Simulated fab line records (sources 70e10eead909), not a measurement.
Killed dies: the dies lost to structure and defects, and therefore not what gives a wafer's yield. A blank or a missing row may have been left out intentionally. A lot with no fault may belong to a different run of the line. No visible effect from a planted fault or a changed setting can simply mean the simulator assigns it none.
fab line records + flow nandHarc
record:
- lots: 14
- wafers: 42
- lastDay: 25
route steps=1159 shown A_SLIT@790 A_WL_FILL@810 END@1159
lots that met no fault: taken from a fault-free run of the same line
startH: start of the lot's first displayed wafer, in hours after the record's first day + waitH: hours from the lot's prior step to this one + " the same as in the row above + L1.1+2: one row covering several wafers at once + - no value, or no start given + * or withheld: withheld + < > ~ a bound
route shown NAME@n: names a module that has steps shown in the file, with the first one's number in the route + usual: mean/standard deviation taken from wafers without a fault + same: alike in all rows + chamber/n: place in a boat + sites: readings site by site + _std_site: how widely they spread, as a standard deviation + _edge_site: mean of outer sites minus mean of inner sites + radiusMm: for every site, how far away it sits from the centre of the wafer + mask NAME#n: copy n + behind: tool/chamber where the wafer was last shaped + hold: why the lot was held/for how many hours/how that ended + device: whichever transistor did not switch (one of n, p or np) + end of line: the tests these same wafers got at the end of their route + a step given without rows: its recipe and nothing more + killed: dies lost to structure and defects at the first sort, not the wafer's yield + map: a wafer's dies, marking killed ones x, the rest . and places with no die _
set.NAME: the setting the step ran with; set.NAME@STEP: the setting that earlier step ran with + model.NAME: the simulator's own value behind a step, which no gauge read
steps of the route over a sample of lots; a table a step, a row a wafer
services: from which hour (startH, from the record's first day; less than 0 if before it) a tool's chamber was out of use, for how many hours, and why
== steps ==
step: NHARC_A_SLIT_CD_MEAS_09
recipe:
- targetCdNm: 300
- landingEnergyEv: 500
usual:
- cdNm: 299.9/0.55
| lot.wafer | tool     | chamber | startH | waitH | cdNm  |
|-----------|----------|---------|--------|-------|-------|
| L787.3    | cdSem-02 | 0       | 329.49 | -     | 300.2 |
| L787.4    | "        | 0       | "      | "     | 300.6 |
| L787.6    | "        | 0       | "      | "     | 300.8 |
| L786.2    | cdSem-02 | 0       | 330.23 | -     | 301.3 |
| L786.4    | "        | 0       | "      | "     | 299.5 |
| L786.6    | "        | 0       | "      | "     | 300.5 |
| L785.2    | cdSem-02 | 0       | 331.16 | -     | 299.6 |
| L785.3    | "        | 0       | "      | "     | 300.4 |
| L785.5    | "        | 0       | "      | "     | 299.6 |
| L788.2    | cdSem-02 | 0       | 344.59 | -     | 300.0 |
| L788.4    | "        | 0       | "      | "     | 301.0 |
| L788.5    | "        | 0       | "      | "     | 299.3 |
| L789.2    | cdSem-02 | 0       | 345.62 | -     | 299.1 |
| L789.3    | "        | 0       | "      | "     | 299.5 |
| L789.4    | "        | 0       | "      | "     | 299.3 |
| L791.1    | cdSem-01 | 0       | 364.53 | -     | 300.5 |
| L791.3    | "        | 0       | "      | "     | 299.8 |
| L791.5    | "        | 0       | "      | "     | 300.9 |
| L794.3    | cdSem-02 | 0       | 378.86 | -     | 299.6 |
| L794.4    | "        | 0       | "      | "     | 299.5 |
| L794.6    | "        | 0       | "      | "     | 299.7 |
| L793.1    | cdSem-02 | 0       | 379.73 | -     | 299.7 |
| L793.3    | "        | 0       | "      | "     | 299.2 |
| L793.6    | "        | 0       | "      | "     | 299.7 |
| L795.1    | cdSem-03 | 0       | 391.89 | -     | 299.7 |
| L795.2    | "        | 0       | "      | "     | 299.9 |
| L795.4    | "        | 0       | "      | "     | 299.3 |
| L796.1    | cdSem-02 | 0       | 401.81 | -     | 299.4 |
| L796.3    | "        | 0       | "      | "     | 299.0 |
| L796.6    | "        | 0       | "      | "     | 300.8 |
| L802.1    | cdSem-01 | 0       | 413.11 | -     | 299.7 |
| L802.3    | "        | 0       | "      | "     | 300.0 |
| L802.4    | "        | 0       | "      | "     | 299.3 |
| L803.1    | cdSem-02 | 0       | 441.03 | -     | 299.6 |
| L803.5    | "        | 0       | "      | "     | 300.0 |
| L803.6    | "        | 0       | "      | "     | 300.2 |
| L807.2    | cdSem-02 | 0       | 455.03 | -     | 300.2 |
| L807.4    | "        | 0       | "      | "     | 300.6 |
| L807.5    | "        | 0       | "      | "     | 300.3 |
| L806.2    | cdSem-03 | 0       | 462.80 | -     | 300.2 |
| L806.5    | "        | 0       | "      | "     | 300.9 |
| L806.6    | "        | 0       | "      | "     | 299.8 |
step: NHARC_A_SLIT_CD_MEAS_21
usual:
- cdNm: 289.6/1.1
| lot.wafer | tool     | chamber | startH | waitH | cdNm  |
|-----------|----------|---------|--------|-------|-------|
| L787.3    | cdSem-03 | -       | 333.30 | -     | 289.5 |
| L787.4    | "        | -       | "      | "     | 289.6 |
| L787.6    | "        | -       | "      | "     | 288.9 |
| L786.2    | cdSem-03 | -       | 333.97 | -     | 289.2 |
| L786.4    | "        | -       | "      | "     | 292.4 |
| L786.6    | "        | -       | "      | "     | 288.7 |
| L785.2    | cdSem-02 | -       | 334.89 | -     | 291.6 |
| L785.3    | "        | -       | "      | "     | 289.3 |
| L785.5    | "        | -       | "      | "     | 289.1 |
| L788.2    | cdSem-03 | -       | 350.16 | -     | 291.3 |
| L788.4    | "        | -       | "      | "     | 289.7 |
| L788.5    | "        | -       | "      | "     | 291.1 |
| L789.2    | cdSem-02 | -       | 350.91 | -     | 289.5 |
| L789.3    | "        | -       | "      | "     | 288.6 |
| L789.4    | "        | -       | "      | "     | 291.3 |
| L791.1    | cdSem-01 | -       | 369.10 | -     | 288.1 |
| L791.3    | "        | -       | "      | "     | 288.1 |
| L791.5    | "        | -       | "      | "     | 291.0 |
| L794.3    | cdSem-02 | -       | 382.47 | -     | 289.0 |
| L794.4    | "        | -       | "      | "     | 290.2 |
| L794.6    | "        | -       | "      | "     | 288.7 |
| L793.1    | cdSem-03 | -       | 385.83 | -     | 288.0 |
| L793.3    | "        | -       | "      | "     | 289.8 |
| L793.6    | "        | -       | "      | "     | 288.7 |
| L795.1    | cdSem-03 | -       | 395.50 | -     | 289.0 |
| L795.2    | "        | -       | "      | "     | 292.2 |
| L795.4    | "        | -       | "      | "     | 289.4 |
| L796.1    | cdSem-01 | -       | 410.69 | -     | 291.1 |
| L796.3    | "        | -       | "      | "     | 291.3 |
| L796.6    | "        | -       | "      | "     | 289.5 |
| L802.1    | cdSem-03 | -       | 416.70 | -     | 289.9 |
| L802.3    | "        | -       | "      | "     | 288.7 |
| L802.4    | "        | -       | "      | "     | 289.7 |
| L803.1    | cdSem-02 | -       | 444.63 | -     | 290.8 |
| L803.5    | "        | -       | "      | "     | 289.5 |
| L803.6    | "        | -       | "      | "     | 288.6 |
| L807.2    | cdSem-03 | -       | 458.65 | -     | 290.7 |
| L807.4    | "        | -       | "      | "     | 290.0 |
| L807.5    | "        | -       | "      | "     | 290.3 |
| L806.2    | cdSem-02 | -       | 467.05 | -     | 288.9 |
| L806.5    | "        | -       | "      | "     | 289.6 |
| L806.6    | "        | -       | "      | "     | 288.4 |
step: NHARC_A_WL_FILL_RTA_01
recipe:
- tempC: 1000
- timeS: 5
usual:
- lampPowerPct: 29.7/2.4
- wafer_temp_C_max: 1005.8/1.2
| lot.wafer | tool         | chamber | startH | waitH | lampPowerPct | wafer_temp_C_max |
|-----------|--------------|---------|--------|-------|--------------|------------------|
| L785.2    | rtpAnneal-02 | 0       | 341.30 | -     | 27.1         | 1005.6           |
| L785.3    | "            | 0       | "      | "     | 26.9         | 1003.7           |
| L785.5    | "            | 0       | "      | "     | 27.0         | 1005.8           |
| L787.3    | rtpAnneal-01 | 0       | 341.34 | -     | 31.9         | 1005.2           |
| L787.4    | "            | 0       | "      | "     | 31.9         | 1006.6           |
| L787.6    | "            | 0       | "      | "     | 31.9         | 1008.3           |
| L786.2    | rtpAnneal-02 | 0       | 341.47 | -     | 27.0         | 1005.8           |
| L786.4    | "            | 0       | "      | "     | 27.0         | 1004.6           |
| L786.6    | "            | 0       | "      | "     | 27.1         | 1006.5           |
| L789.2    | rtpAnneal-02 | 0       | 358.16 | -     | 27.0         | 1006.5           |
| L789.3    | "            | 0       | "      | "     | 27.0         | 1005.5           |
| L789.4    | "            | 0       | "      | "     | 27.0         | 1005.6           |
| L788.2    | rtpAnneal-02 | 0       | 358.33 | -     | 27.1         | 1005.0           |
| L788.4    | "            | 0       | "      | "     | 27.0         | 1005.9           |
| L788.5    | "            | 0       | "      | "     | 27.0         | 1006.0           |
| L791.1    | rtpAnneal-02 | 0       | 377.26 | -     | 27.0         | 1003.8           |
| L791.3    | "            | 0       | "      | "     | 27.0         | 1004.0           |
| L791.5    | "            | 0       | "      | "     | 27.1         | 1007.0           |
| L794.3    | rtpAnneal-02 | 0       | 390.53 | -     | 27.0         | 1005.9           |
| L794.4    | "            | 0       | "      | "     | 27.0         | 1005.0           |
| L794.6    | "            | 0       | "      | "     | 27.0         | 1004.6           |
| L793.1    | rtpAnneal-01 | 0       | 393.87 | -     | 31.9         | 1006.0           |
| L793.3    | "            | 0       | "      | "     | 31.9         | 1006.7           |
| L793.6    | "            | 0       | "      | "     | 32.0         | 1007.1           |
| L795.1    | rtpAnneal-01 | 0       | 403.50 | -     | 31.9         | 1006.0           |
| L795.2    | "            | 0       | "      | "     | 31.9         | 1008.3           |
| L795.4    | "            | 0       | "      | "     | 31.9         | 1006.7           |
| L796.1    | rtpAnneal-01 | 0       | 418.34 | 0.3   | 31.9         | 1007.9           |
| L796.3    | "            | 0       | "      | "     | 31.9         | 1006.2           |
| L796.6    | "            | 0       | "      | "     | 31.9         | 1006.4           |
| L802.1    | rtpAnneal-01 | 0       | 422.81 | -     | 31.9         | 1006.2           |
| L802.3    | "            | 0       | "      | "     | 31.9         | 1005.8           |
| L802.4    | "            | 0       | "      | "     | 31.9         | 1008.9           |
| L803.1    | rtpAnneal-01 | 0       | 453.25 | -     | 31.9         | 1009.2           |
| L803.5    | "            | 0       | "      | "     | 31.9         | 1010.1           |
| L803.6    | "            | 0       | "      | "     | 31.9         | 1006.7           |
| L807.2    | rtpAnneal-01 | 0       | 466.73 | -     | 31.9         | 1006.2           |
| L807.4    | "            | 0       | "      | "     | 31.9         | 1006.9           |
| L807.5    | "            | 0       | "      | "     | 31.9         | 1008.0           |
| L806.2    | rtpAnneal-01 | 0       | 473.56 | -     | 31.9         | 1006.9           |
| L806.5    | "            | 0       | "      | "     | 31.9         | 1006.9           |
| L806.6    | "            | 0       | "      | "     | 31.9         | 1006.4           |
step: NHARC_A_WL_FILL_ETCHBACK_05
recipe:
- targetDepthA: 220
- timeS: 60
- tempC: 40
- chemistry: Cl2/BCl3
usual:
- drypumpMotorCurrentA: 6.0/0.3
- oesProductAu: 0.998/0.014
- runLengthS: 81.5/0.48
- tempC: 40.01/0.11
| lot.wafer | tool        | chamber | startH | waitH | drypumpMotorCurrentA | oesProductAu | rfHoursCounterH | runLengthS | tempC |
|-----------|-------------|---------|--------|-------|----------------------|--------------|-----------------|------------|-------|
| L785.2    | rieMetal-01 | 0       | 347.82 | 0.3   | 6.5                  | 1.003        | -               | 82.1       | 40.07 |
| L785.3    | "           | 0       | "      | "     | 6.5                  | 1.005        | -               | 82.4       | 39.99 |
| L785.5    | "           | 0       | "      | "     | 6.5                  | 1.010        | -               | 81.9       | 40.02 |
| L787.4    | rieMetal-02 | 0       | 351.44 | 0.2   | 5.7                  | 0.952        | -               | 80.8       | 40.03 |
| L787.3    | "           | 1       | "      | "     | 5.7                  | 0.997        | -               | 81.4       | 40.00 |
| L787.6    | "           | 1       | "      | "     | 5.7                  | 0.992        | -               | 81.4       | 40.12 |
| L786.2    | rieMetal-03 | 0       | 357.09 | 0.2   | 5.9                  | 1.017        | 1.6             | 82.2       | 40.12 |
| L786.4    | "           | 0       | "      | "     | 5.9                  | 1.005        | -               | 82.2       | 40.07 |
| L786.6    | "           | 0       | "      | "     | 5.9                  | 1.012        | -               | 82.0       | 40.20 |
| L789.2    | rieMetal-02 | 0       | 364.59 | 0.2   | 5.6                  | 0.950        | 4.1             | 81.1       | 40.07 |
| L789.3    | "           | 1       | "      | "     | 5.8                  | 1.002        | -               | 81.2       | 39.90 |
| L789.4    | "           | 0       | "      | "     | 5.6                  | 0.958        | -               | 80.9       | 40.13 |
| L788.2    | rieMetal-01 | 0       | 367.96 | 0.2   | 6.5                  | 0.991        | 1.2             | 82.2       | 40.19 |
| L788.4    | "           | 1       | "      | "     | 5.9                  | 1.021        | -               | 81.5       | 39.95 |
| L788.5    | "           | 1       | "      | "     | 5.9                  | 1.021        | -               | 82.0       | 39.90 |
| L791.1    | rieMetal-03 | 0       | 384.55 | 0.2   | 5.9                  | 1.013        | 3.0             | 81.7       | 39.99 |
| L791.3    | "           | 0       | "      | "     | 5.9                  | 1.009        | -               | 81.9       | 39.89 |
| L791.5    | "           | 0       | "      | "     | 5.9                  | 0.994        | -               | 82.2       | 39.97 |
| L794.4    | rieMetal-03 | 1       | 401.52 | 0.1   | 6.2                  | 1.001        | -               | 81.6       | 39.93 |
| L794.3    | "           | 0       | "      | "     | 5.9                  | 1.006        | -               | 81.8       | 40.00 |
| L794.6    | "           | 0       | "      | "     | 5.9                  | 1.004        | -               | 81.9       | 40.08 |
| L793.1    | rieMetal-03 | 1       | 404.72 | 0.2   | 6.1                  | 1.019        | 2.7             | 81.4       | 39.94 |
| L793.3    | "           | 0       | "      | "     | 5.9                  | 1.009        | -               | 82.0       | 39.85 |
| L793.6    | "           | 1       | "      | "     | 6.1                  | 1.007        | -               | 81.2       | 39.89 |
| L795.2    | rieMetal-03 | 1       | 412.07 | 0.2   | 6.2                  | 1.006        | 2.9             | 81.8       | 39.97 |
| L795.1    | "           | 0       | "      | "     | 5.9                  | 1.001        | 3.9             | 87.1       | 39.90 |
| L795.4    | "           | 1       | "      | "     | 6.2                  | 1.002        | -               | 81.2       | 39.98 |
| L796.1    | rieMetal-03 | 0       | 425.31 | 0.2   | 5.9                  | 0.996        | 4.2             | 87.1       | 39.93 |
| L796.3    | "           | 1       | "      | "     | 6.2                  | 1.014        | -               | 81.3       | 40.12 |
| L796.6    | "           | 0       | "      | "     | 5.9                  | 1.004        | -               | 81.7       | 39.93 |
| L802.1    | rieMetal-01 | 1       | 428.83 | 0.2   | 5.9                  | 1.008        | 1.7             | 81.8       | 39.97 |
| L802.4    | "           | 0       | "      | "     | 6.5                  | 1.006        | -               | 82.4       | 40.06 |
| L802.3    | "           | 1       | "      | "     | 5.9                  | 1.004        | -               | 81.4       | 39.70 |
| L803.1    | rieMetal-01 | 0       | 462.03 | 0.2   | 6.5                  | 0.996        | 4.4             | 82.6       | 39.99 |
| L803.5    | "           | 0       | "      | "     | 6.6                  | 0.999        | -               | 82.2       | 40.01 |
| L803.6    | "           | 1       | "      | "     | 5.9                  | 1.003        | -               | 82.0       | 40.23 |
| L807.2    | rieMetal-01 | 0       | 470.98 | 0.2   | 6.5                  | 1.000        | 4.9             | 81.9       | 40.04 |
| L807.4    | "           | 0       | "      | "     | 6.5                  | 0.997        | -               | 81.8       | 40.14 |
| L807.5    | "           | 0       | "      | "     | 6.5                  | 1.002        | -               | 81.8       | 40.08 |
| L806.2    | rieMetal-02 | 0       | 480.40 | 0.2   | 5.6                  | 0.990        | 2.7             | 81.2       | 39.94 |
| L806.6    | "           | 0       | "      | "     | 5.7                  | 0.986        | -               | 81.0       | 39.95 |
| L806.5    | "           | 1       | "      | "     | 5.7                  | 0.991        | -               | 81.4       | 39.95 |
step: NHARC_END_SORT_01
recipe:
- tempC: 25
usual:
- killedAtArray: 30/10
- killedAtOther: 0.5/0.82
- killedAtPeriphery: 2.9/2
- killedDies: 34/11
- killedOpen: 3.2/1.8
- killedShort: 2.0/1.4
same:
- grossDies: 677
| lot.wafer | tool      | chamber | startH | waitH | killedAtArray | killedAtOther | killedAtPeriphery | killedDies | killedOpen | killedShort |
|-----------|-----------|---------|--------|-------|---------------|---------------|-------------------|------------|------------|-------------|
| L795.2    | prober-01 | 0       | 516.73 | 2.8   | 31            | 0             | 4                 | 35         | 4          | 2           |
| L795.4    | prober-01 | 0       | 518.28 | 3.3   | 28            | 0             | 8                 | 36         | 5          | 1           |
killed by level:class
L795.2 A_CHANNEL_HOLE_D1:chamberFilmFlake=17 A_CONTACT:chamberFilmFlake=5 P_M1:chamberFilmFlake=2 A_CHANNEL_FILL_D1:chamberFilmFlake=2 A_STAIRCASE:chamberFilmFlake=2 P_GATE:geometricParticle:short=1 A_ONON_D1:geometricParticle:open=1 A_WL_FILL:geometricParticle:short=1
L795.4 A_CHANNEL_HOLE_D1:chamberFilmFlake=17 A_CONTACT:chamberFilmFlake=5 P_GATE:geometricParticle:open=2 P_GATE:chamberFilmFlake=2 A_CHANNEL_FILL_D1:chamberFilmFlake=2 A_STAIRCASE:chamberFilmFlake=2 P_M0:geometricParticle:open=1 P_M1:geometricParticle:open=1
== services ==
| tool        | chamber | startH | hours | kind      |
|-------------|---------|--------|-------|-----------|
| rieMetal-01 | -       | 332.00 | 9.0   | pm        |
| rieMetal-01 | 0       | 332.00 | 9.0   | ventCycle |
| rieMetal-01 | 1       | 332.00 | 27.7  | ventCycle |
| rieMetal-01 | 0       | 341.00 | -     | clean     |
| rieMetal-03 | 1       | 363.26 | 5.5   | repair    |
| rieMetal-01 | 1       | 381.49 | 16.7  | repair    |
| rieMetal-02 | -       | 388.00 | 9.0   | pm        |
| rieMetal-02 | 0       | 388.00 | 9.0   | ventCycle |
| rieMetal-02 | 1       | 388.00 | 9.0   | ventCycle |
| rieMetal-02 | 0       | 397.00 | -     | clean     |
| rieMetal-02 | 1       | 397.00 | -     | clean     |
| rieMetal-02 | 1       | 434.13 | 1.1   | repair    |
| rieMetal-03 | -       | 453.11 | 9.0   | pm        |
| rieMetal-03 | 0       | 453.11 | 9.0   | ventCycle |
| rieMetal-03 | 1       | 453.11 | 9.0   | ventCycle |
| rieMetal-03 | 0       | 462.11 | -     | clean     |
| rieMetal-03 | 1       | 462.11 | -     | clean     |
== key ==
firstSign:
- step: NHARC_A_WL_FILL_ETCHBACK_05
- reading: runLengthS
- direction: up
- sigmas: 12
- usual: *
- struck: *
effect none on later readings
metAt NHARC_A_WL_FILL_ETCHBACK_05
struckLots L795,L796
struckWafers L795.1,L796.1
testerLeftOut L795,L796
notActingAt NHARC_A_SLIT_CD_MEAS_09,NHARC_A_SLIT_CD_MEAS_21,NHARC_A_WL_FILL_RTA_01
onsetBetween 404.72 412.07
fault:
- kind: processParameterDrift
- tool: rieMetal-03
- chamber: -
- onsetH: 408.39
- steps: NHARC_A_WL_FILL_ETCHBACK_05
- channel: timeS
- offset: *
- shape: step
- endH: 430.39
- scope: struckWafersOnly
- actsIn: *
- stated: *
testerLeftOut: of these lots the tester's yield and bins aren't shown, on N5 and GAA mostly nor the transistor test; their killed dies are dies lost to structure and defects alone, not to doping, threshold or leakage, so they don't give the yield
